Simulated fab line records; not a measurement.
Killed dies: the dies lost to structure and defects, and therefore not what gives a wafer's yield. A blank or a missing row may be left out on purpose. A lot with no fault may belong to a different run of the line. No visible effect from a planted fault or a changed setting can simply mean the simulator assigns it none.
What tool caused it? :: flow nandHarc :: Sampling: 24 lots, 72 wafers, 5 of 1302 route steps

== WHAT THE GAUGES READ, wafer by wafer ==
NHARC_A_BONDPAD_CD_MEAS_13. Usual: cdNm reads 499.8 nm (standard deviation 1.7).
lot: L074
measured: day 23 05:52
on: cdSem-03
cdNm (nm): 496.6 500.7 497.3
flag: 

lot: L075
measured: day 23 17:31
on: cdSem-03
cdNm (nm): 498.3 499.6 499.7
flag: 

lot: L077
measured: day 24 00:12
on: cdSem-03
cdNm (nm): 502.6 500.0 500.9
flag: 

lot: L078
measured: day 24 05:34
on: cdSem-03
cdNm (nm): 501.9 501.0 500.4
flag: 

lot: L076
measured: day 24 06:09
on: cdSem-02
cdNm (nm): 498.8 500.6 501.7
flag: 

lot: L079
measured: day 25 22:02
on: cdSem-03
cdNm (nm): 499.4 501.5 499.6
flag: 

lot: L080
measured: day 25 23:41
on: cdSem-01
cdNm (nm): 500.4 498.0 499.5
flag: 

lot: L082
measured: day 26 07:23
on: cdSem-02
cdNm (nm): 496.9 499.7 499.0
flag: 

lot: L081
measured: day 26 08:49
on: cdSem-01
cdNm (nm): 496.2 500.4 497.4
flag: 

lot: L085
measured: day 27 19:24
on: cdSem-01
cdNm (nm): 499.8 499.1 497.8
flag: 

lot: L083
measured: day 27 21:59
on: cdSem-03
cdNm (nm): 500.7 499.7 502.0
flag: 

lot: L084
measured: day 27 23:25
on: cdSem-02
cdNm (nm): 501.7 501.4 502.4
flag: 

lot: L086
measured: day 28 01:58
on: cdSem-02
cdNm (nm): 501.8 499.3 500.6
flag: 

lot: L087
measured: day 28 20:19
on: cdSem-01
cdNm (nm): 503.8 503.5 503.1
flag: 

lot: L091
measured: day 29 04:11
on: cdSem-01
cdNm (nm): 498.5 499.7 499.4
flag: 

lot: L088
measured: day 29 06:49
on: cdSem-03
cdNm (nm): 498.9 499.4 498.3
flag: 

lot: L090
measured: day 29 13:49
on: cdSem-02
cdNm (nm): 497.8 498.8 498.8
flag: 

lot: L089
measured: day 29 23:36
on: cdSem-03
cdNm (nm): 498.4 500.0 498.0
flag: 

lot: L092
measured: day 30 05:44
on: cdSem-02
cdNm (nm): 499.6 498.3 499.8
flag: 

lot: L093
measured: day 31 11:49
on: cdSem-01
cdNm (nm): 500.9 500.6 499.5
flag: 

lot: L094
measured: day 31 20:51
on: cdSem-03
cdNm (nm): 500.5 499.8 497.9
flag: 

lot: L096
measured: day 32 01:20
on: cdSem-01
cdNm (nm): 500.9 501.1 499.2
flag: 

lot: L095
measured: day 32 03:08
on: cdSem-03
cdNm (nm): 498.0 499.1 497.3
flag: 

lot: L097
measured: day 32 06:42
on: cdSem-02
cdNm (nm): 501.9 501.3 501.2
flag: 

== WHAT TOOL EACH LOT RAN ON (gives the tool, then ch and the chambers of the sampled wafers, and finally the start) ==
lot: L074
NHARC_A_M0_PRE_CLEAN_29: pvdSputter-02, day 23 03:36 or earlier
NHARC_A_M1_ETCH_15: rieDiel-08 ch 0,1,3, day 23 03:36 or earlier
NHARC_A_M1_PVD_20: pvdSputter-02, day 23 03:36 or earlier
NHARC_A_M1_PRE_CLEAN_32: pecvd-04 ch 0,1, day 23 03:36

lot: L075
NHARC_A_M0_PRE_CLEAN_29: pvdSputter-02, day 23 15:15 or earlier
NHARC_A_M1_ETCH_15: rieDiel-06 ch 0,1,3, day 23 15:15 or earlier
NHARC_A_M1_PVD_20: pvdSputter-02, day 23 15:15 or earlier
NHARC_A_M1_PRE_CLEAN_32: pecvd-03 ch 0,1,2, day 23 15:15

lot: L077
NHARC_A_M0_PRE_CLEAN_29: pvdSputter-01, day 23 21:46 or earlier
NHARC_A_M1_ETCH_15: rieDiel-06 ch 0,3, day 23 21:46 or earlier
NHARC_A_M1_PVD_20: pvdSputter-03, day 23 21:46 or earlier
NHARC_A_M1_PRE_CLEAN_32: pecvd-01 ch 1,2, day 23 21:46

lot: L078
NHARC_A_M0_PRE_CLEAN_29: pvdSputter-03, day 24 03:19 or earlier
NHARC_A_M1_ETCH_15: rieDiel-09 ch 2,3, day 24 03:19 or earlier
NHARC_A_M1_PVD_20: pvdSputter-01, day 24 03:19 or earlier
NHARC_A_M1_PRE_CLEAN_32: pecvd-01 ch 0,1,2, day 24 03:19

lot: L076
NHARC_A_M0_PRE_CLEAN_29: pvdSputter-03, day 24 03:46 or earlier
NHARC_A_M1_ETCH_15: rieDiel-09 ch 1,3, day 24 03:46 or earlier
NHARC_A_M1_PVD_20: pvdSputter-03, day 24 03:46 or earlier
NHARC_A_M1_PRE_CLEAN_32: pecvd-04 ch 0,1,2, day 24 03:46

lot: L079
NHARC_A_M0_PRE_CLEAN_29: pvdSputter-03, day 25 19:46 or earlier
NHARC_A_M1_ETCH_15: rieDiel-09 ch 1,2,3, day 25 19:46 or earlier
NHARC_A_M1_PVD_20: pvdSputter-01, day 25 19:46 or earlier
NHARC_A_M1_PRE_CLEAN_32: pecvd-04 ch 0,1,2, day 25 19:46

lot: L080
NHARC_A_M0_PRE_CLEAN_29: pvdSputter-02, day 25 21:26 or earlier
NHARC_A_M1_ETCH_15: rieDiel-06 ch 1,3, day 25 21:26 or earlier
NHARC_A_M1_PVD_20: pvdSputter-01, day 25 21:26 or earlier
NHARC_A_M1_PRE_CLEAN_32: pecvd-01 ch 1,2, day 25 21:26

lot: L082
NHARC_A_M0_PRE_CLEAN_29: pvdSputter-02, day 26 05:08 or earlier
NHARC_A_M1_ETCH_15: rieDiel-09 ch 0,1,2, day 26 05:08 or earlier
NHARC_A_M1_PVD_20: pvdSputter-02, day 26 05:08 or earlier
NHARC_A_M1_PRE_CLEAN_32: pecvd-01 ch 0,1,2, day 26 05:08

lot: L081
NHARC_A_M0_PRE_CLEAN_29: pvdSputter-02, day 26 06:16 or earlier
NHARC_A_M1_ETCH_15: rieDiel-08 ch 0,1,3, day 26 06:16 or earlier
NHARC_A_M1_PVD_20: pvdSputter-01, day 26 06:16 or earlier
NHARC_A_M1_PRE_CLEAN_32: pecvd-04 ch 0,2, day 26 06:16

lot: L085
NHARC_A_M0_PRE_CLEAN_29: pvdSputter-03, day 27 17:10 or earlier
NHARC_A_M1_ETCH_15: rieDiel-09 ch 0,1, day 27 17:10 or earlier
NHARC_A_M1_PVD_20: pvdSputter-03, day 27 17:10 or earlier
NHARC_A_M1_PRE_CLEAN_32: pecvd-03 ch 0,1,2, day 27 17:10

lot: L083
NHARC_A_M0_PRE_CLEAN_29: pvdSputter-03, day 27 19:25 or earlier
NHARC_A_M1_ETCH_15: rieDiel-06 ch 0,2, day 27 19:25 or earlier
NHARC_A_M1_PVD_20: pvdSputter-01, day 27 19:25 or earlier
NHARC_A_M1_PRE_CLEAN_32: pecvd-01 ch 0,2, day 27 19:25

lot: L084
NHARC_A_M0_PRE_CLEAN_29: pvdSputter-01, day 27 20:54 or earlier
NHARC_A_M1_ETCH_15: rieDiel-06 ch 1,2, day 27 20:54 or earlier
NHARC_A_M1_PVD_20: pvdSputter-01, day 27 20:54 or earlier
NHARC_A_M1_PRE_CLEAN_32: pecvd-04 ch 0,1,2, day 27 20:54

lot: L086
NHARC_A_M0_PRE_CLEAN_29: pvdSputter-03, day 27 23:43 or earlier
NHARC_A_M1_ETCH_15: rieDiel-08 ch 0,1, day 27 23:43 or earlier
NHARC_A_M1_PVD_20: pvdSputter-01, day 27 23:43 or earlier
NHARC_A_M1_PRE_CLEAN_32: pecvd-03 ch 0,1,2, day 27 23:43

lot: L087
NHARC_A_M0_PRE_CLEAN_29: pvdSputter-02, day 28 17:56 or earlier
NHARC_A_M1_ETCH_15: rieDiel-09 ch 1,2, day 28 17:56 or earlier
NHARC_A_M1_PVD_20: pvdSputter-02, day 28 17:56 or earlier
NHARC_A_M1_PRE_CLEAN_32: pecvd-04 ch 0,1,2, day 28 17:56

lot: L091
NHARC_A_M0_PRE_CLEAN_29: pvdSputter-02, day 29 01:49 or earlier
NHARC_A_M1_ETCH_15: rieDiel-09 ch 0,1, day 29 01:49 or earlier
NHARC_A_M1_PVD_20: pvdSputter-02, day 29 01:49 or earlier
NHARC_A_M1_PRE_CLEAN_32: pecvd-03 ch 0,1,2, day 29 01:49

lot: L088
NHARC_A_M0_PRE_CLEAN_29: pvdSputter-03, day 29 04:26 or earlier
NHARC_A_M1_ETCH_15: rieDiel-08 ch 2,3, day 29 04:26 or earlier
NHARC_A_M1_PVD_20: pvdSputter-02, day 29 04:26 or earlier
NHARC_A_M1_PRE_CLEAN_32: pecvd-03 ch 0,1,2, day 29 04:26

lot: L090
NHARC_A_M0_PRE_CLEAN_29: pvdSputter-02, day 29 11:26 or earlier
NHARC_A_M1_ETCH_15: rieDiel-06 ch 0,2,3, day 29 11:26 or earlier
NHARC_A_M1_PVD_20: pvdSputter-01, day 29 11:26 or earlier
NHARC_A_M1_PRE_CLEAN_32: pecvd-03 ch 0,1, day 29 11:26

lot: L089
NHARC_A_M0_PRE_CLEAN_29: pvdSputter-03, day 29 21:02 or earlier
NHARC_A_M1_ETCH_15: rieDiel-09 ch 0,3, day 29 21:02 or earlier
NHARC_A_M1_PVD_20: pvdSputter-03, day 29 21:02 or earlier
NHARC_A_M1_PRE_CLEAN_32: pecvd-01 ch 0,2, day 29 21:02

lot: L092
NHARC_A_M0_PRE_CLEAN_29: pvdSputter-01, day 30 03:25 or earlier
NHARC_A_M1_ETCH_15: rieDiel-06 ch 1,2, day 30 03:25 or earlier
NHARC_A_M1_PVD_20: pvdSputter-01, day 30 03:25 or earlier
NHARC_A_M1_PRE_CLEAN_32: pecvd-04 ch 0,1,2, day 30 03:25

lot: L093
NHARC_A_M0_PRE_CLEAN_29: pvdSputter-01, day 31 09:32 or earlier
NHARC_A_M1_ETCH_15: rieDiel-06 ch 1,2,3, day 31 09:32 or earlier
NHARC_A_M1_PVD_20: pvdSputter-02, day 31 09:32 or earlier
NHARC_A_M1_PRE_CLEAN_32: pecvd-04 ch 1,2, day 31 09:32

lot: L094
NHARC_A_M0_PRE_CLEAN_29: pvdSputter-02, day 31 18:24 or earlier
NHARC_A_M1_ETCH_15: rieDiel-06 ch 0,2,3, day 31 18:24 or earlier
NHARC_A_M1_PVD_20: pvdSputter-03, day 31 18:24 or earlier
NHARC_A_M1_PRE_CLEAN_32: pecvd-04 ch 1,2, day 31 18:24

lot: L096
NHARC_A_M0_PRE_CLEAN_29: pvdSputter-02, day 31 23:05 or earlier
NHARC_A_M1_ETCH_15: rieDiel-08 ch 0,1,2, day 31 23:05 or earlier
NHARC_A_M1_PVD_20: pvdSputter-02, day 31 23:05 or earlier
NHARC_A_M1_PRE_CLEAN_32: pecvd-04 ch 0,2, day 31 23:05

lot: L095
NHARC_A_M0_PRE_CLEAN_29: pvdSputter-03, day 32 00:36 or earlier
NHARC_A_M1_ETCH_15: rieDiel-09 ch 0,1,2, day 32 00:36 or earlier
NHARC_A_M1_PVD_20: pvdSputter-02, day 32 00:36 or earlier
NHARC_A_M1_PRE_CLEAN_32: pecvd-01 ch 0,2, day 32 00:36

lot: L097
NHARC_A_M0_PRE_CLEAN_29: pvdSputter-01, day 32 04:07 or earlier
NHARC_A_M1_ETCH_15: rieDiel-08 ch 1,2, day 32 04:07 or earlier
NHARC_A_M1_PVD_20: pvdSputter-02, day 32 04:07 or earlier
NHARC_A_M1_PRE_CLEAN_32: pecvd-01 ch 0,2, day 32 04:07
- NHARC_A_M0_PRE_CLEAN_29: time 30 s.
- NHARC_A_M1_ETCH_15: etches the open film in C4F8/Ar, target depth 182.5 nm, time 91.2 s.
- NHARC_A_M1_PVD_20: deposits TaN, target thk 5 nm, time 8.06 s.
- NHARC_A_M1_PRE_CLEAN_32: time 12 s.

== WHAT THE TOOLS THEMSELVES READ (means of the sampled wafers that have a number; where no wafer has one, the mark that the record gives instead) ==
NHARC_A_M0_PRE_CLEAN_29. Usual: heaterPowerW reads 414 W (standard deviation 33).
lot: L074
tool: pvdSputter-02
heaterPowerW (W): 407
flag: 

lot: L075
tool: pvdSputter-02
heaterPowerW (W): 425
flag: 

lot: L077
tool: pvdSputter-01
heaterPowerW (W): 388
flag: 

lot: L078
tool: pvdSputter-03
heaterPowerW (W): 414
flag: 

lot: L076
tool: pvdSputter-03
heaterPowerW (W): 424
flag: 

lot: L079
tool: pvdSputter-03
heaterPowerW (W): 423
flag: 

lot: L080
tool: pvdSputter-02
heaterPowerW (W): 431
flag: 

lot: L082
tool: pvdSputter-02
heaterPowerW (W): 432
flag: 

lot: L081
tool: pvdSputter-02
heaterPowerW (W): 424
flag: 

lot: L085
tool: pvdSputter-03
heaterPowerW (W): 425
flag: 

lot: L083
tool: pvdSputter-03
heaterPowerW (W): 421
flag: 

lot: L084
tool: pvdSputter-01
heaterPowerW (W): 363
flag: 

lot: L086
tool: pvdSputter-03
heaterPowerW (W): 407
flag: 

lot: L087
tool: pvdSputter-02
heaterPowerW (W): 403
flag: 

lot: L091
tool: pvdSputter-02
heaterPowerW (W): 436
flag: 

lot: L088
tool: pvdSputter-03
heaterPowerW (W): 428
flag: 

lot: L090
tool: pvdSputter-02
heaterPowerW (W): 434
flag: 

lot: L089
tool: pvdSputter-03
heaterPowerW (W): 430
flag: 

lot: L092
tool: pvdSputter-01
heaterPowerW (W): 400
flag: 

lot: L093
tool: pvdSputter-01
heaterPowerW (W): 382
flag: 

lot: L094
tool: pvdSputter-02
heaterPowerW (W): 414
flag: 

lot: L096
tool: pvdSputter-02
heaterPowerW (W): 436
flag: 

lot: L095
tool: pvdSputter-03
heaterPowerW (W): 434
flag: 

lot: L097
tool: pvdSputter-01
heaterPowerW (W): 393
flag: 

NHARC_A_M1_ETCH_15. Usual: oesProductAu 0.957 a.u., standard deviation 0.02; rfFwdPowerW 595.6 W, standard deviation 2.2; rfVppV 440.2 V, standard deviation 2.8.
lot: L074
tool: rieDiel-08
oesProductAu (a.u.): 0.959
rfFwdPowerW (W): 596.5
rfVppV (V): 440.3
flag: 

lot: L075
tool: rieDiel-06
oesProductAu (a.u.): 0.975
rfFwdPowerW (W): 595.9
rfVppV (V): 441.5
flag: 

lot: L077
tool: rieDiel-06
oesProductAu (a.u.): 0.973
rfFwdPowerW (W): 593.3
rfVppV (V): 441.2
flag: 

lot: L078
tool: rieDiel-09
oesProductAu (a.u.): 0.984
rfFwdPowerW (W): 595.6
rfVppV (V): 438.4
flag: 

lot: L076
tool: rieDiel-09
oesProductAu (a.u.): 0.973
rfFwdPowerW (W): 595.8
rfVppV (V): 442.9
flag: 

lot: L079
tool: rieDiel-09
oesProductAu (a.u.): 0.974
rfFwdPowerW (W): 597.5
rfVppV (V): 441.5
flag: 

lot: L080
tool: rieDiel-06
oesProductAu (a.u.): 0.949
rfFwdPowerW (W): 598.9
rfVppV (V): 440.7
flag: 

lot: L082
tool: rieDiel-09
oesProductAu (a.u.): 0.972
rfFwdPowerW (W): 594.0
rfVppV (V): 442.3
flag: 

lot: L081
tool: rieDiel-08
oesProductAu (a.u.): 0.918
rfFwdPowerW (W): 595.8
rfVppV (V): 439.1
flag: 

lot: L085
tool: rieDiel-09
oesProductAu (a.u.): 0.924
rfFwdPowerW (W): 595.5
rfVppV (V): 440.6
flag: 

lot: L083
tool: rieDiel-06
oesProductAu (a.u.): 0.929
rfFwdPowerW (W): 595.0
rfVppV (V): 441.4
flag: 

lot: L084
tool: rieDiel-06
oesProductAu (a.u.): 0.955
rfFwdPowerW (W): 595.9
rfVppV (V): 440.3
flag: 

lot: L086
tool: rieDiel-08
oesProductAu (a.u.): 0.968
rfFwdPowerW (W): 596.7
rfVppV (V): 440.1
flag: 

lot: L087
tool: rieDiel-09
oesProductAu (a.u.): 0.926
rfFwdPowerW (W): 595.3
rfVppV (V): 442.9
flag: 

lot: L091
tool: rieDiel-09
oesProductAu (a.u.): 0.975
rfFwdPowerW (W): 595.1
rfVppV (V): 440.0
flag: 

lot: L088
tool: rieDiel-08
oesProductAu (a.u.): 0.974
rfFwdPowerW (W): 596.1
rfVppV (V): 439.7
flag: 

lot: L090
tool: rieDiel-06
oesProductAu (a.u.): 0.958
rfFwdPowerW (W): 593.0
rfVppV (V): 439.2
flag: 

lot: L089
tool: rieDiel-09
oesProductAu (a.u.): 0.957
rfFwdPowerW (W): 596.9
rfVppV (V): 437.8
flag: 

lot: L092
tool: rieDiel-06
oesProductAu (a.u.): 0.928
rfFwdPowerW (W): 594.9
rfVppV (V): 438.4
flag: 

lot: L093
tool: rieDiel-06
oesProductAu (a.u.): 0.967
rfFwdPowerW (W): 595.8
rfVppV (V): 437.9
flag: 

lot: L094
tool: rieDiel-06
oesProductAu (a.u.): 0.955
rfFwdPowerW (W): 593.2
rfVppV (V): 438.7
flag: 

lot: L096
tool: rieDiel-08
oesProductAu (a.u.): 0.944
rfFwdPowerW (W): 596.3
rfVppV (V): 441.0
flag: 

lot: L095
tool: rieDiel-09
oesProductAu (a.u.): 0.966
rfFwdPowerW (W): 598.6
rfVppV (V): 440.1
flag: 

lot: L097
tool: rieDiel-08
oesProductAu (a.u.): 0.971
rfFwdPowerW (W): 595.9
rfVppV (V): 440.2
flag: 

NHARC_A_M1_PVD_20. Usual: throttleValvePct reads 29.7 % (standard deviation 1.3).
lot: L074
tool: pvdSputter-02
throttleValvePct (%): 29.2
flag: 

lot: L075
tool: pvdSputter-02
throttleValvePct (%): 28.3
flag: 

lot: L077
tool: pvdSputter-03
throttleValvePct (%): 30.8
flag: 

lot: L078
tool: pvdSputter-01
throttleValvePct (%): 30.5
flag: 

lot: L076
tool: pvdSputter-03
throttleValvePct (%): 31.0
flag: 

lot: L079
tool: pvdSputter-01
throttleValvePct (%): 30.8
flag: 

lot: L080
tool: pvdSputter-01
throttleValvePct (%): 29.9
flag: 

lot: L082
tool: pvdSputter-02
throttleValvePct (%): 27.2
flag: 

lot: L081
tool: pvdSputter-01
throttleValvePct (%): 29.9
flag: 

lot: L085
tool: pvdSputter-03
throttleValvePct (%): 29.4
flag: 

lot: L083
tool: pvdSputter-01
throttleValvePct (%): 29.5
flag: 

lot: L084
tool: pvdSputter-01
throttleValvePct (%): 29.8
flag: 

lot: L086
tool: pvdSputter-01
throttleValvePct (%): 30.5
flag: 

lot: L087
tool: pvdSputter-02
throttleValvePct (%): 29.0
flag: 

lot: L091
tool: pvdSputter-02
throttleValvePct (%): 28.8
flag: 

lot: L088
tool: pvdSputter-02
throttleValvePct (%): 28.0
flag: 

lot: L090
tool: pvdSputter-01
throttleValvePct (%): 30.2
flag: 

lot: L089
tool: pvdSputter-03
throttleValvePct (%): 30.5
flag: 

lot: L092
tool: pvdSputter-01
throttleValvePct (%): 29.8
flag: 

lot: L093
tool: pvdSputter-02
throttleValvePct (%): 30.2
flag: 

lot: L094
tool: pvdSputter-03
throttleValvePct (%): 30.5
flag: 

lot: L096
tool: pvdSputter-02
throttleValvePct (%): 28.0
flag: 

lot: L095
tool: pvdSputter-02
throttleValvePct (%): 30.5
flag: 

lot: L097
tool: pvdSputter-02
throttleValvePct (%): 30.4
flag: 

NHARC_A_M1_PRE_CLEAN_32. Usual: heaterPowerW 637 W, standard deviation 110; rfFwdPowerW 292.7 W, standard deviation 0.85.
lot: L074
tool: pecvd-04
heaterPowerW (W): 522
rfFwdPowerW (W): 292.4
flag: 

lot: L075
tool: pecvd-03
heaterPowerW (W): 654
rfFwdPowerW (W): 291.7
flag: 

lot: L077
tool: pecvd-01
heaterPowerW (W): 719
rfFwdPowerW (W): 292.3
flag: 

lot: L078
tool: pecvd-01
heaterPowerW (W): 718
rfFwdPowerW (W): 292.7
flag: 

lot: L076
tool: pecvd-04
heaterPowerW (W): 556
rfFwdPowerW (W): 292.3
flag: 

lot: L079
tool: pecvd-04
heaterPowerW (W): 572
rfFwdPowerW (W): 292.4
flag: 

lot: L080
tool: pecvd-01
heaterPowerW (W): 681
rfFwdPowerW (W): 292.5
flag: 

lot: L082
tool: pecvd-01
heaterPowerW (W): 704
rfFwdPowerW (W): 293.3
flag: 

lot: L081
tool: pecvd-04
heaterPowerW (W): 620
rfFwdPowerW (W): 292.4
flag: 

lot: L085
tool: pecvd-03
heaterPowerW (W): 668
rfFwdPowerW (W): 292.8
flag: 

lot: L083
tool: pecvd-01
heaterPowerW (W): 730
rfFwdPowerW (W): 292.7
flag: 

lot: L084
tool: pecvd-04
heaterPowerW (W): 564
rfFwdPowerW (W): 293.7
flag: 

lot: L086
tool: pecvd-03
heaterPowerW (W): 648
rfFwdPowerW (W): 292.7
flag: 

lot: L087
tool: pecvd-04
heaterPowerW (W): 574
rfFwdPowerW (W): 292.2
flag: 

lot: L091
tool: pecvd-03
heaterPowerW (W): 638
rfFwdPowerW (W): 292.9
flag: 

lot: L088
tool: pecvd-03
heaterPowerW (W): 683
rfFwdPowerW (W): 292.4
flag: 

lot: L090
tool: pecvd-03
heaterPowerW (W): 685
rfFwdPowerW (W): 292.4
flag: 

lot: L089
tool: pecvd-01
heaterPowerW (W): 653
rfFwdPowerW (W): 292.4
flag: 

lot: L092
tool: pecvd-04
heaterPowerW (W): 558
rfFwdPowerW (W): 292.8
flag: 

lot: L093
tool: pecvd-04
heaterPowerW (W): 583
rfFwdPowerW (W): 293.3
flag: 

lot: L094
tool: pecvd-04
heaterPowerW (W): 549
rfFwdPowerW (W): 292.9
flag: 

lot: L096
tool: pecvd-04
heaterPowerW (W): 651
rfFwdPowerW (W): 293.3
flag: 

lot: L095
tool: pecvd-01
heaterPowerW (W): 619
rfFwdPowerW (W): 293.0
flag: 

lot: L097
tool: pecvd-01
heaterPowerW (W): 595
rfFwdPowerW (W): 293.0
flag: 

== THE ANSWER, worked out from the rows above alone ==
Rule: lot off if the mean of its wafers having a number is beyond 3 standard deviations from the usual mean. Also off: a lot with no number at a reading for which 4 or more lots have one. Any other lot the step has rows for is counted as sound. Order of review: gauges by route order, followed by the tools' own readings, for which a lot's mean as printed above is used. At the first step where some lot is off, the reading lying furthest off is the one used; lots without a number count as furthest.
No lot is off at any reading shown: from this, nothing can be told.

== WHAT WAS PUT IN BY THE SIMULATOR ==
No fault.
